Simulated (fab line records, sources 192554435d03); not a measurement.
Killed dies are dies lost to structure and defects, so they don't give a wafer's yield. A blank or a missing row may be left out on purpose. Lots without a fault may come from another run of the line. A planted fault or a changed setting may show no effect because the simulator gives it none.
A struck lot beside a sound one | flow n5_finfet | 14 steps out of a route of 1938
Sound: wafers L930.1, L930.5, L930.6. Struck: wafer L942.6. (L942.1, L942.2 of the same lot were not struck and are left out.) The cause comes at the end.
At each step with rows: each side's tool, then ch and its chambers, then its first start. Under that, the readings that differ: sound wafers | struck wafers | difference of the means | sigmas: that difference in standard deviations of wafers without a fault.
alike: readings whose means differ by less than 2 such deviations, and words and numbers that are the same on both sides. not compared: withheld readings, readings that some wafer has no value for, bounds like >300 that may hide the same value, and numbers for which the record gives no deviation and whose values overlap.
The two part at a step that has a row with sigmas, a row that says differs or no value, or rows on one side only. Numbers that don't overlap but have no deviation are shown without sigmas and don't part them. A reading that every wafer of one side lacks parts them only if that side has two wafers or more.

first, 5 steps without rows for these wafers: N5_BEOL_M10_EBR_24; N5_BEOL_M10_SOFTBAKE_23 (time 60 s); N5_BEOL_M10_EXPOSE_25 (exposes mask V9); N5_BEOL_M10_PEB_26 (peb time 60 s); N5_BEOL_M10_DEVELOP_27 (develop time 30 s).
N5_BEOL_M10_CD_MEAS_28: target cd 70 nm.
  sound on cd_sem-03 ch 0, day 10 16:47; struck on cd_sem-02 ch 0, day 13 20:08
  reading    | sound          | struck | difference | sigmas
  cd_nm (nm) | 70.4 70.7 69.9 | 72.5   | +2.2       | +2
N5_BEOL_M10_OVL_MEAS_29:
  sound on overlay-01 ch 0, day 10 16:49; struck on overlay-01 ch 0, day 13 20:10
  alike: V9_OVL
N5_BEOL_M10_INSPECT_30: inspects for defects (brightfield).
  sound on defect_inspect-02, day 10 16:50; struck on defect_inspect-02, day 13 20:12
  alike: raw_defect_count
N5_BEOL_M10_DESCUM_33: chemistry O2, time 7.9 s.
  sound on rie_diel-06 ch 1,2,3, day 10 16:55; struck on rie_diel-06 ch 0, day 13 20:14
  alike: drypump_motor_current_A, oes_product_au, rf_fwd_power_W, rf_vpp_V, showerhead_plenum_p_Torr, throttle_valve_pct
  not compared: rf_hours_counter_h
N5_BEOL_M10_ETCH_65: etches SiARC in CF4, target depth 39 nm, time 65 s.
  sound on rie_diel-06 ch 1,2,3, day 10 16:57; struck on rie_diel-06 ch 0, day 13 20:16
  alike: cf4_flow_sccm, drypump_motor_current_A, etch_rf_on_time_s, oes_product_au, rf_fwd_power_W, rf_vpp_V, showerhead_plenum_p_Torr, throttle_valve_pct
  not compared: rf_hours_counter_h
N5_BEOL_M10_ETCH_66: etches SOC in N2/H2, target depth 120 nm, overetch 24 nm, time 180 s.
  sound on rie_diel-06 ch 1,2,3, day 10 17:00; struck on rie_diel-06 ch 0, day 13 20:19
  reading          | sound             | struck | difference | sigmas
  run_length_s (s) | 203.3 204.2 203.4 | 202.5  | -1.1       | -2
  alike: drypump_motor_current_A, n2_flow_sccm, oes_product_au, rf_fwd_power_W, rf_vpp_V, showerhead_plenum_p_Torr, throttle_valve_pct
  not compared: rf_hours_counter_h
then, 1 step without rows for these wafers: N5_BEOL_M10_STRIP_69 (strips in N2/H2).
N5_BEOL_M10_VIA_ETCH_34: etches SiCOH lowk in C4F6/O2, target depth 184.5 nm, time 69.2 s.
  sound on rie_diel-06 ch 1,2,3, day 10 17:07; struck on rie_diel-06 ch 0, day 13 20:26
  reading                                   | sound             | struck | difference | sigmas
  run_length_s (s)                          | 92.9 93.1 92.6    | 86.6   | -6.3       | -14
  model.etch.depth_nm (nm)                  | 181.7 180.9 185.1 | 170.1  | -12.5      |
  model.SOC_of_BEOL_M10_COAT_63.thk_nm (nm) | 92.2 92 92.2      | 92.8   | +0.7       |
  alike: drypump_motor_current_A, oes_f_703_au, oes_o_777_au, oes_product_au, rf_vpp_V, showerhead_plenum_p_Torr, throttle_valve_pct
  not compared: rf_fwd_power_W, rf_hours_counter_h
then, 1 step without rows for these wafers: N5_BEOL_M10_STRIP_73 (strips in C4F6/O2).

WHERE THEY PART
First at N5_BEOL_M10_CD_MEAS_28; last, within this record, at N5_BEOL_M10_VIA_ETCH_34.

WHY: what the simulator had put in
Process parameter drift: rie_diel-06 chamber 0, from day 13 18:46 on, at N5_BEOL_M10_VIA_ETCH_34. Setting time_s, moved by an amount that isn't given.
